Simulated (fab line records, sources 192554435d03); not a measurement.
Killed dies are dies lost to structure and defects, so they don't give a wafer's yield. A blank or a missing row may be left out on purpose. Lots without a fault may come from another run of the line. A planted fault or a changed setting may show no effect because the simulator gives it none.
fab line records | flow n5_finfet
record lots=6 wafers=16 last_day=17
route steps=1938 shown PMOS_HMC_CHANNEL_EPI@61 PASSIVATION@1936
lots that met no fault: from a run of the same line without faults
start_h: hours from the record's first day to the start of the lot's first wafer shown | wait_h: hours since the lot's step before | " the same as in the row above | L1.1+2: a row that stands for several wafers | - no value, or no start given | * or withheld: withheld | < > ~ a bound
route shown NAME@n: a module of which the file shows steps, and the number in the route of the first | usual: mean/standard deviation of fault-free wafers | same: alike in all rows | chamber/n: place in a boat | sites: the reading at each site | _std_site: their standard deviation | _edge_site: outer sites' mean less inner sites' | radius_mm: how far each site lies from the wafer's centre | mask NAME#n: copy n | behind: the tool/chamber that last shaped the wafer | hold: why the lot was held/for how many hours/how that ended | device: the transistor (n, p or np) that didn't switch | end of line: the same wafers' tests at the end of the route | a step without rows: its recipe alone | killed: dies lost to structure and defects at the first sort, not the wafer's yield | map: a wafer's dies, x killed, . not, _ none there
set.NAME: the setting as run; set.NAME@STEP: as run at that earlier step | model.NAME: the simulator's own value behind a step, which no gauge read
lots at some steps of the route; a table a step, a row a wafer
services: from which hour (start_h, from the record's first day; less than 0 if before it) a tool's chamber was out of use, for how many hours, and why
## steps
# step N5_PMOS_HMC_CHANNEL_EPI_SOFTBAKE_04
# recipe temp_c=110 time_s=60 resist=CAR-ArF-block
# step N5_PMOS_HMC_CHANNEL_EPI_EXPOSE_06
# recipe mask_id=PMOS_HMC_BLK na=1.35 source_shape=conventional sigma_outer=0.8 polarization=unpolarized target_cd_nm=240 dose_mj=41
# step N5_PMOS_HMC_CHANNEL_EPI_PEB_07
# recipe peb_temp_c=110 peb_time_s=60 resist=CAR-ArF-block
# step N5_PMOS_HMC_CHANNEL_EPI_DEVELOP_08
# recipe develop_time_s=30 developer=TMAH resist=CAR-ArF-block dev_temp_c=23 rinse_liquid=diw dry=air_spin
# step N5_PMOS_HMC_CHANNEL_EPI_CD_MEAS_09
# recipe target_cd_nm=237.4 landing_energy_ev=500 detector=se_inlens
# usual cd_nm=237.5/0.97
# columns lot.wafer tool chamber start_h wait_h cd_nm
L715.2 cd_sem-03 0 23.79 - 238.1
L715.4 " 0 " " 236.5
L715.5 " 0 " " 239.1
L717.1 cd_sem-02 0 35.42 - 238.1
L717.4 " 0 " " 238.0
L717.5 " 0 " " 238.3
L728.3 cd_sem-01 0 101.12 - 237.9
L728.4 " 0 " " 239.4
L728.5 " 0 " " 238.5
L731.6 cd_sem-01 0 119.54 - 238.0
L734.2 cd_sem-03 0 139.13 - 238.9
L734.3 " 0 " " 239.0
L734.4 " 0 " " 238.8
L736.3 cd_sem-01 0 149.21 - 238.3
L736.4 " 0 " " 237.5
L736.6 " 0 " " 237.0
# step N5_PMOS_HMC_CHANNEL_EPI_OVL_MEAS_10
# recipe points_per_wafer=44
# usual PMOS_HMC_BLK_OVL=0.1/0.73
# columns lot.wafer tool chamber start_h wait_h PMOS_HMC_BLK_OVL[nm]
L715.2 overlay-02 0 23.82 0.0 1.2
L715.4 " 0 " " 0.6
L715.5 " 0 " " 0.5
L717.1 overlay-01 0 35.45 0.0 1.1
L717.4 " 0 " " 0.5
L717.5 " 0 " " 0.4
L728.3 overlay-02 0 101.15 0.0 -2.0
L728.4 " 0 " " -0.9
L728.5 " 0 " " -1.1
L731.6 overlay-02 0 119.57 0.0 0.7
L734.2 overlay-01 0 139.16 0.0 0.8
L734.3 " 0 " " 0.1
L734.4 " 0 " " 1.7
L736.3 overlay-02 0 149.24 0.0 0.3
L736.4 " 0 " " -0.1
L736.6 " 0 " " -0.2
# step N5_PMOS_HMC_CHANNEL_EPI_INSPECT_11
# recipe mode=adi inspect_instrument=macro
# usual raw_defect_count=2.3/1.4
# columns lot.wafer tool chamber start_h wait_h raw_defect_count
L715.2 defect_inspect-01 - 23.84 0.0 2
L715.4 " - " " 2
L715.5 " - " " 1
L717.1 defect_inspect-01 - 35.47 0.0 0
L717.4 " - " " 1
L717.5 " - " " 3
L728.3 defect_inspect-02 - 101.17 0.0 2
L728.4 " - " " 4
L728.5 " - " " 4
L731.6 defect_inspect-02 - 119.59 0.0 1
L734.2 defect_inspect-02 - 139.18 0.0 5
L734.3 " - " " 1
L734.4 " - " " 2
L736.3 defect_inspect-02 - 149.26 0.0 1
L736.4 " - " " 2
L736.6 " - " " 6
# step N5_PMOS_HMC_CHANNEL_EPI_DESCUM_14
# recipe chemistry=O2 time_s=7.9 source_power_w=50 bias_power_w=20 pressure_mtorr=20 rf_frequency_hz=2.712e+07 temp_c=40 resist=CAR-ArF-block o2_flow_sccm=225
# usual bias_power_w=20.00/0.067 drypump_motor_current_A=5.7/0.35 oes_product_au=0.83/0.081 rf_fwd_power_W=49.27/0.19 rf_vpp_V=243.5/1.5 showerhead_plenum_p_Torr=2.13/0.09 throttle_valve_pct=20.38/0.25
# columns lot.wafer tool chamber start_h wait_h bias_power_w drypump_motor_current_A oes_product_au rf_fwd_power_W rf_hours_counter_h rf_vpp_V showerhead_plenum_p_Torr throttle_valve_pct
L715.2 rie_diel-06 0 23.87 0.0 20.13 5.7 0.76 49.33 152 240.8 2.03 20.62
L715.4 " 2 " " 19.90 6.0 0.89 49.10 36 244.1 2.24 20.31
L715.5 " 3 " " 20.06 5.6 0.80 49.27 - 243.4 2.20 20.29
L717.1 rie_diel-06 0 35.51 0.0 19.86 5.7 0.75 48.99 154 241.5 2.03 20.63
L717.4 " 2 " " 20.02 6.0 0.88 49.03 38 245.0 2.24 20.32
L717.5 " 3 " " 20.02 5.6 0.79 49.35 - 245.7 2.19 20.29
L728.3 rie_diel-02 1 101.20 0.0 20.02 5.6 0.94 49.43 21 244.2 2.26 20.27
L728.4 " 2 " " 19.94 6.5 0.83 49.54 56 241.5 2.04 20.81
L728.5 " 0 " " 19.99 5.1 0.77 49.26 - 245.3 2.21 20.78
L731.6 rie_diel-06 2 119.64 0.0 19.97 6.0 0.85 49.12 - 245.0 2.23 20.35
L734.2 rie_diel-06 2 139.52 0.3 20.01 6.0 0.84 49.34 68 244.2 2.23 20.37
L734.3 " 1 " " 20.00 6.2 0.87 49.37 38 240.4 2.04 20.04
L734.4 " 0 " " 20.04 5.7 0.73 49.20 186 240.6 2.02 20.68
L736.3 rie_diel-06 1 149.30 0.0 20.06 6.2 0.85 49.54 41 242.5 2.04 20.04
L736.4 " 3 " " 20.10 5.6 0.77 49.32 151 244.3 2.18 20.34
L736.6 " 1 " " 20.03 6.2 0.86 49.52 - 242.9 2.04 20.03
# step N5_PMOS_HMC_CHANNEL_EPI_ETCH_32
# recipe chemistry=N2/H2 target=BARC stop_on=SiO2 target_depth_a=858 over_etch_frac=0.3 time_s=50.3 ion_energy_ev=200 mask_material=CAR-ArF-block pressure_mtorr=30 source_w=840 bias_w=150 n2_flow_sccm=200 h2_flow_sccm=200
# usual bias_w=150.0/0.49 drypump_motor_current_A=5.7/0.35 oes_product_au=0.71/0.067 rf_fwd_power_W=829/3.4 rf_vpp_V=524.7/3 showerhead_plenum_p_Torr=2.57/0.1 throttle_valve_pct=17.74/0.23
# same over_etch_frac=0.3
# columns lot.wafer tool chamber start_h wait_h bias_w drypump_motor_current_A oes_product_au rf_fwd_power_W rf_hours_counter_h rf_vpp_V showerhead_plenum_p_Torr throttle_valve_pct
L715.2 rie_diel-06 0 23.91 0.0 150.7 5.6 0.65 828 152 520.7 2.43 17.86
L715.4 " 2 " " 150.3 6.0 0.75 831 36 528.8 2.68 17.45
L715.5 " 3 " " 149.5 5.6 0.67 830 - 527.5 2.66 17.70
L717.1 rie_diel-06 0 35.54 0.0 150.5 5.6 0.66 825 154 521.9 2.43 17.87
L717.4 " 2 " " 150.5 6.0 0.75 830 38 529.6 2.68 17.45
L717.5 " 3 " " 150.0 5.6 0.68 829 - 529.1 2.66 17.72
L728.3 rie_diel-02 1 101.24 0.0 149.5 5.6 0.80 833 21 527.1 2.72 17.70
L728.4 " 2 " " 149.5 6.5 0.71 826 56 522.3 2.48 18.17
L728.5 " 0 " " 150.8 5.1 0.66 826 - 527.1 2.66 18.01
L731.6 rie_diel-06 2 119.68 0.0 148.7 6.0 0.73 831 - 528.7 2.67 17.51
L734.2 rie_diel-06 2 139.55 0.0 149.8 6.0 0.72 827 68 528.5 2.67 17.51
L734.3 " 1 " " 150.3 6.2 0.75 834 38 523.3 2.50 17.58
L734.4 " 0 " " 149.1 5.6 0.63 828 186 521.1 2.42 17.91
L736.3 rie_diel-06 1 149.33 0.0 150.0 6.2 0.75 832 41 523.0 2.50 17.57
L736.4 " 3 " " 149.9 5.6 0.66 832 151 525.9 2.65 17.76
L736.6 " 1 " " 150.4 6.2 0.74 835 - 521.6 2.50 17.58
# step N5_PMOS_HMC_CHANNEL_EPI_HM_OPEN_15
# recipe chemistry=CHF3/O2 target=SiO2 mask_material=CAR-ArF-block target_depth_a=406 CHF3_flow_sccm=50 O2_flow_sccm=5 Ar_flow_sccm=200 time_s=20.3 pressure_mtorr=30 source_w=650 bias_w=170 ion_energy_ev=200
# usual drypump_motor_current_A=5.7/0.35 oes_o_777_au=0.83/0.087 oes_product_au=0.83/0.082 rf_fwd_power_W=644.0/2.4 rf_vpp_V=523/7.1 showerhead_plenum_p_Torr=2.44/0.095 throttle_valve_pct=18.79/0.23
# columns lot.wafer tool chamber start_h wait_h drypump_motor_current_A oes_o_777_au oes_product_au rf_fwd_power_W rf_hours_counter_h rf_vpp_V showerhead_plenum_p_Torr throttle_valve_pct
L715.2 rie_diel-06 0 23.95 0.0 5.6 0.77 0.75 639.4 152 522 2.31 18.92
L715.4 " 2 " " 6.0 0.90 0.88 644.0 36 530 2.55 18.62
L715.5 " 3 " " 5.6 0.79 0.80 644.7 - 533 2.51 18.72
L717.1 rie_diel-06 0 35.59 0.0 5.6 0.77 0.75 642.7 154 521 2.31 18.92
L717.4 " 2 " " 6.0 0.90 0.89 643.3 38 530 2.55 18.64
L717.5 " 3 " " 5.6 0.79 0.80 646.3 - 536 2.51 18.71
L728.3 rie_diel-02 1 101.28 0.0 5.6 0.95 0.94 646.8 21 515 2.56 18.54
L728.4 " 2 " " 6.5 0.84 0.82 644.0 56 514 2.33 19.12
L728.5 " 0 " " 5.1 0.79 0.78 641.7 - 527 2.54 19.18
L731.6 rie_diel-06 2 119.73 0.0 6.0 0.86 0.85 644.2 - 530 2.54 18.66
L734.2 rie_diel-06 2 139.60 0.0 6.0 0.85 0.84 644.5 68 530 2.54 18.69
L734.3 " 1 " " 6.2 0.90 0.88 648.7 38 511 2.36 18.54
L734.4 " 0 " " 5.6 0.74 0.72 643.8 186 520 2.30 18.95
L736.3 rie_diel-06 1 149.37 0.0 6.2 0.90 0.88 644.3 41 514 2.36 18.53
L736.4 " 3 " " 5.6 0.77 0.77 643.6 151 535 2.49 18.75
L736.6 " 1 " " 6.2 0.89 0.87 645.3 - 512 2.36 18.53
# step N5_PMOS_HMC_CHANNEL_EPI_STRIP_33
# recipe chemistry=N2/H2 power_w=500 temp_c=40 pressure_mtorr=50 rf_frequency_hz=6e+07 overash_fraction=0.3 bias_power_w=8 h2_frac=0.5 n2_flow_sccm=300 h2_flow_sccm=300
# usual bias_power_w=7.997/0.022 drypump_motor_current_A=5.7/0.35 oes_product_au=0.83/0.08 rf_vpp_V=54.4/1.7 showerhead_plenum_p_Torr=3.40/0.13 throttle_valve_pct=18.8/0.31
# columns lot.wafer tool chamber start_h wait_h bias_power_w drypump_motor_current_A oes_product_au rf_hours_counter_h rf_vpp_V showerhead_plenum_p_Torr throttle_valve_pct
L715.2 rie_diel-06 0 24.01 0.0 7.992 5.6 0.75 152 52.0 3.22 18.9
L715.4 " 2 " " 8.028 6.1 0.89 36 56.0 3.54 18.3
L715.5 " 3 " " 7.959 5.6 0.80 - 54.3 3.51 18.6
L717.1 rie_diel-06 0 35.64 0.0 7.983 5.6 0.75 154 51.2 3.22 18.9
L717.4 " 2 " " 7.989 6.0 0.88 38 55.9 3.54 18.4
L717.5 " 3 " " 8.002 5.6 0.79 - 52.7 3.51 18.6
L728.3 rie_diel-02 1 101.34 0.0 7.990 5.7 0.94 21 56.0 3.59 19.1
L728.4 " 2 " " 7.961 6.5 0.84 56 55.0 3.28 19.1
L728.5 " 0 " " 7.986 5.1 0.78 - 57.3 3.51 18.9
L731.6 rie_diel-06 2 119.77 0.0 7.984 6.0 0.85 - 56.8 3.52 18.4
L734.2 rie_diel-06 2 139.65 0.0 7.996 6.0 0.83 68 55.5 3.52 18.4
L734.3 " 1 " " 8.010 6.2 0.86 38 51.9 3.31 18.6
L734.4 " 0 " " 7.981 5.7 0.72 186 56.5 3.20 18.9
L736.3 rie_diel-06 1 149.43 0.0 8.004 6.2 0.86 41 51.5 3.30 18.6
L736.4 " 3 " " 8.013 5.6 0.76 151 55.6 3.49 18.6
L736.6 " 1 " " 7.959 6.2 0.86 - 56.0 3.30 18.6
# step N5_PMOS_HMC_CHANNEL_EPI_STRIP_17
# recipe chemistry=SPM time_s=750 temp_c=130 h2so4_h2o2_vol_ratio=4 dry=ipa_marangoni
# step N5_PMOS_HMC_CHANNEL_EPI_ETCH_38
# recipe chemistry=CF4 target=SiO2 target_depth_a=15 ion_energy_ev=350 pressure_mtorr=10 icp_w=800 bias_w=400 cf4_flow_sccm=80
# usual bias_w=400.0/1.3 drypump_motor_current_A=5.6/0.41 oes_product_au=1.005/0.022 rf_fwd_power_W=784/3.5 throttle_valve_pct=21.83/0.28
# columns lot.wafer tool chamber start_h wait_h bias_w drypump_motor_current_A oes_product_au rf_fwd_power_W rf_hours_counter_h throttle_valve_pct
L715.2 rie_si-05 3 24.35 0.0 397.1 6.1 0.991 781 15 21.75
L715.4 " 1 " " 402.0 6.4 1.020 784 2 21.77
L715.5 " 3 " " 398.1 6.1 1.000 784 - 21.73
L717.1 rie_si-03 0 35.94 0.0 402.2 5.5 1.013 784 177 21.98
L717.4 " 0 " " 401.6 5.5 1.011 782 - 21.98
L717.5 " 2 " " 401.1 6.2 0.980 788 - 22.04
L728.3 rie_si-05 0 101.64 0.0 399.9 5.6 0.996 784 110 21.91
L728.4 " 1 " " 400.0 6.4 1.027 785 3 21.77
L728.5 " 3 " " 430.7 6.1 1.003 778 - 21.73
L731.6 rie_si-05 3 120.09 0.0 430.9 6.1 0.992 781 - 21.75
L734.2 rie_si-01 3 139.95 0.0 399.9 5.8 0.980 778 183 22.29
L734.3 " 0 " " 398.3 5.3 1.021 787 45 21.57
L734.4 " 1 " " 400.7 5.1 0.970 787 182 21.70
L736.3 rie_si-01 0 149.73 0.0 398.5 5.3 1.022 779 45 21.59
L736.4 " 2 " " 400.6 5.7 1.012 782 163 22.21
L736.6 " 1 " " 401.3 5.1 0.977 784 - 21.69
# step N5_PMOS_HMC_CHANNEL_EPI_FIN_RECESS_16
# recipe chemistry=HBr/Cl2 target=Si mask_material=SiO2 target_depth_a=540 time_s=18 pressure_mtorr=10 icp_w=800 bias_w=75 HBr_flow_sccm=150 Cl2_flow_sccm=80
# usual drypump_motor_current_A=5.6/0.41 mfc_cl2_sccm=80.00/0.22 oes_product_au=1.005/0.019 rf_fwd_power_W=795.3/2.5 throttle_valve_pct=35.6/0.35
# columns lot.wafer tool chamber start_h wait_h drypump_motor_current_A mfc_cl2_sccm oes_product_au rf_fwd_power_W rf_hours_counter_h throttle_valve_pct
L715.2 rie_si-05 3 24.37 0.0 6.1 80.01 1.002 794.2 15 35.6
L715.4 " 1 " " 6.4 80.26 1.022 801.2 2 35.5
L715.5 " 3 " " 6.1 79.99 1.004 794.9 - 35.6
L717.1 rie_si-03 0 35.96 0.0 5.5 80.23 1.015 794.2 177 35.6
L717.4 " 0 " " 5.5 80.10 1.012 794.7 - 35.6
L717.5 " 2 " " 6.2 80.03 0.980 801.1 - 35.9
L728.3 rie_si-05 0 101.66 0.0 5.6 79.92 0.985 793.0 110 35.6
L728.4 " 1 " " 6.4 79.71 1.004 797.0 3 35.5
L728.5 " 3 " " 6.1 79.77 0.993 792.4 - 35.6
L731.6 rie_si-05 3 120.14 0.0 6.1 80.02 0.991 789.2 - 35.6
L734.2 rie_si-01 3 139.97 0.0 5.8 80.08 0.993 793.9 183 36.1
L734.3 " 0 " " 5.3 80.03 1.033 797.3 45 35.2
L734.4 " 1 " " 5.1 80.30 0.983 796.9 182 35.3
L736.3 rie_si-01 0 149.75 0.0 5.3 80.02 1.021 795.9 45 35.2
L736.4 " 2 " " 5.7 79.97 1.006 795.8 163 36.1
L736.6 " 1 " " 5.1 80.09 0.978 798.7 - 35.3
# step N5_PASSIVATION_PROBE_49
# usual killed_at_M0_to_M3=32/9.7 killed_at_M4_up=14/5.3 killed_at_contacts=11/6 killed_at_front_end=39/14 killed_at_other=3.3/2.7 killed_dies=100/17 killed_open=66/13 killed_short=32/7.4
# same gross_dies=1180 killed_at_back_side=0
# columns lot.wafer tool chamber start_h wait_h killed_at_M0_to_M3 killed_at_M4_up killed_at_contacts killed_at_front_end killed_at_other killed_dies killed_open killed_short
L715.2 prober-02 - 277.77 0.1 29 14 14 26 1 84 54 30
L715.4 prober-02 - 277.87 0.2 69 14 7 28 0 118 79 35
L715.5 prober-02 - 277.92 0.2 36 15 11 47 1 110 67 42
L717.1 prober-02 - 283.71 0.3 19 19 10 23 6 77 48 27
L717.4 prober-02 - 283.86 0.5 32 11 8 39 6 96 62 32
L717.5 prober-02 - 283.91 0.5 19 8 8 49 10 94 60 33
L728.3 prober-01 - 342.84 0.1 22 12 15 40 3 92 46 46
L728.4 prober-01 - 342.89 0.2 20 13 22 31 5 91 64 27
L728.5 prober-01 - 342.94 0.2 28 9 25 35 5 102 73 29
L734.2 prober-01 - 397.31 0.1 22 18 5 42 3 90 57 32
L734.3 prober-01 - 397.36 0.1 26 14 7 44 2 93 56 36
L734.4 prober-01 - 397.41 0.2 27 12 8 29 2 78 46 30
# killed by level:class
L715.2 FIN_SAQP:geometric_particle:open=10 MOL_CONTACT_COAG:geometric_particle:open=9 DUMMY_GATE:geometric_particle:open=7 BEOL_M1:geometric_particle:open=7 BEOL_M0_SAQP:geometric_particle:open=6 BEOL_M5:geometric_particle:short=6 MOL_CONTACT_COAG:geometric_particle:short=5 BEOL_M0_SAQP:geometric_particle:short=5
L715.4 BEOL_M2:geometric_particle:open=20 BEOL_M0_SAQP:geometric_particle:short=12 BEOL_M0_SAQP:geometric_particle:open=11 BEOL_M1:geometric_particle:open=7 BEOL_M3:geometric_particle:open=7 DUMMY_GATE:geometric_particle:open=6 MOL_CONTACT_COAG:geometric_particle:open=6 BEOL_M2:geometric_particle:short=5
L715.5 FIN_SAQP:geometric_particle:open=17 FIN_SAQP:geometric_particle:short=10 BEOL_M0_SAQP:geometric_particle:short=10 BEOL_M2:geometric_particle:open=9 MOL_CONTACT_COAG:geometric_particle:open=8 BEOL_M0_SAQP:geometric_particle:open=8 DUMMY_GATE:geometric_particle:open=6 STI_FIN_REVEAL:geometric_particle:open=5
L717.1 BEOL_M4:geometric_particle:open=10 MOL_CONTACT_COAG:geometric_particle:open=7 STI_FIN_REVEAL:geometric_particle:open=6 BEOL_M0_SAQP:geometric_particle:short=6 BEOL_M3:geometric_particle:open=5 FIN_SAQP:geometric_particle:open=3 MOL_CONTACT_COAG:geometric_particle:short=3 STARTING-WAFER:geometric_particle:short=3
L717.4 FIN_SAQP:geometric_particle:open=8 MOL_CONTACT_COAG:geometric_particle:open=7 BEOL_M0_SAQP:geometric_particle:open=7 BEOL_M1:geometric_particle:open=7 BEOL_M3:geometric_particle:open=7 FIN_SAQP:geometric_particle:short=6 BEOL_M0_SAQP:geometric_particle:short=5 STARTING-WAFER:geometric_particle:open=5
L717.5 STI_FIN_REVEAL:geometric_particle:open=19 MOL_CONTACT_COAG:geometric_particle:open=8 BEOL_M3:geometric_particle:open=6 FIN_SAQP:geometric_particle:open=5 STI_FIN_REVEAL:geometric_particle:short=5 BEOL_M1:geometric_particle:open=5 FIN_SAQP:geometric_particle:short=4 BEOL_M1:geometric_particle:short=4
L728.3 FIN_SAQP:geometric_particle:short=12 GATE_CUT:geometric_particle:short=11 MOL_CONTACT_COAG:geometric_particle:open=9 BEOL_M2:geometric_particle:open=6 MOL_CONTACT_COAG:geometric_particle:short=6 BEOL_M2:geometric_particle:short=4 BEOL_M3:geometric_particle:open=4 BEOL_M8:geometric_particle:open=4
L728.4 MOL_CONTACT_COAG:geometric_particle:open=19 STI_FIN_REVEAL:geometric_particle:open=5 DUMMY_GATE:geometric_particle:open=4 BEOL_M2:geometric_particle:open=4 BEOL_M3:geometric_particle:open=4 BEOL_M4:geometric_particle:open=4 PAD_METAL:geometric_particle:open=4 STARTING-WAFER:geometric_particle:open=4
L728.5 MOL_CONTACT_COAG:geometric_particle:open=21 BEOL_M2:geometric_particle:open=12 FIN_SAQP:geometric_particle:open=8 BEOL_M0_SAQP:geometric_particle:short=6 BEOL_M4:geometric_particle:open=4 FIN_SAQP:geometric_particle:short=4 MOL_CONTACT_COAG:geometric_particle:short=4 BEOL_M1:geometric_particle:open=4
L734.2 BEOL_M4:geometric_particle:open=10 BEOL_M3:geometric_particle:open=8 FIN_SAQP:geometric_particle:short=7 DUMMY_GATE:geometric_particle:open=7 FIN_SAQP:geometric_particle:open=6 BEOL_M0_SAQP:geometric_particle:short=6 ILD0:geometric_particle:open=5 MOL_CONTACT_COAG:geometric_particle:open=4
L734.3 STI_FIN_REVEAL:geometric_particle:open=9 BEOL_M3:geometric_particle:open=8 FIN_SAQP:geometric_particle:open=6 BEOL_M0_SAQP:geometric_particle:short=6 BEOL_M4:geometric_particle:open=6 FIN_SAQP:geometric_particle:short=4 STI_FIN_REVEAL:geometric_particle:short=4 DUMMY_GATE:geometric_particle:open=4
L734.4 MOL_CONTACT_COAG:geometric_particle:open=8 BEOL_M3:geometric_particle:open=7 FIN_SAQP:geometric_particle:short=6 BEOL_M0_SAQP:geometric_particle:short=6 FIN_SAQP:geometric_particle:open=4 STI_FIN_REVEAL:geometric_particle:open=4 DUMMY_GATE:geometric_particle:open=3 DUMMY_GATE:geometric_particle:short=3
## services
# columns tool chamber start_h hours kind
rie_si-01 3 2.83 4.3 repair
rie_si-03 3 10.04 4.7 repair
rie_si-03 1 30.52 - clean
rie_si-03 1 30.52 - consumable_replace:focus_ring
rie_si-03 1 30.52 12.8 scheduled_down
rie_si-03 1 30.52 12.8 vent_cycle
rie_si-03 0 63.89 4.9 repair
rie_diel-02 1 80.37 7.8 repair
rie_diel-02 0 80.68 14.0 repair
rie_diel-02 3 139.39 2.0 repair
## key
first_sign step=N5_PMOS_HMC_CHANNEL_EPI_ETCH_38 reading=bias_w direction=up sigmas=23 usual=* struck=*
effect none on later readings
met_at N5_PMOS_HMC_CHANNEL_EPI_ETCH_38
struck_wafers L728.5,L731.6
rows_end L731.6
tester_left_out L728
onset_between 24.35 101.64
fault kind=process_parameter_drift tool=rie_si-05 chamber=3 onset_h=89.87 steps=N5_PMOS_HMC_CHANNEL_EPI_ETCH_38 channel=bias_w offset=* shape=step end_h=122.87 acts_in=* stated=*
# tester_left_out: of these lots the tester's yield and bins aren't shown, on N5 and GAA mostly nor the transistor test; their killed dies are dies lost to structure and defects alone, not to doping, threshold or leakage, so they don't give the yield
# rows_end: these wafers met a further fault down the route, and their rows from its step on are left out
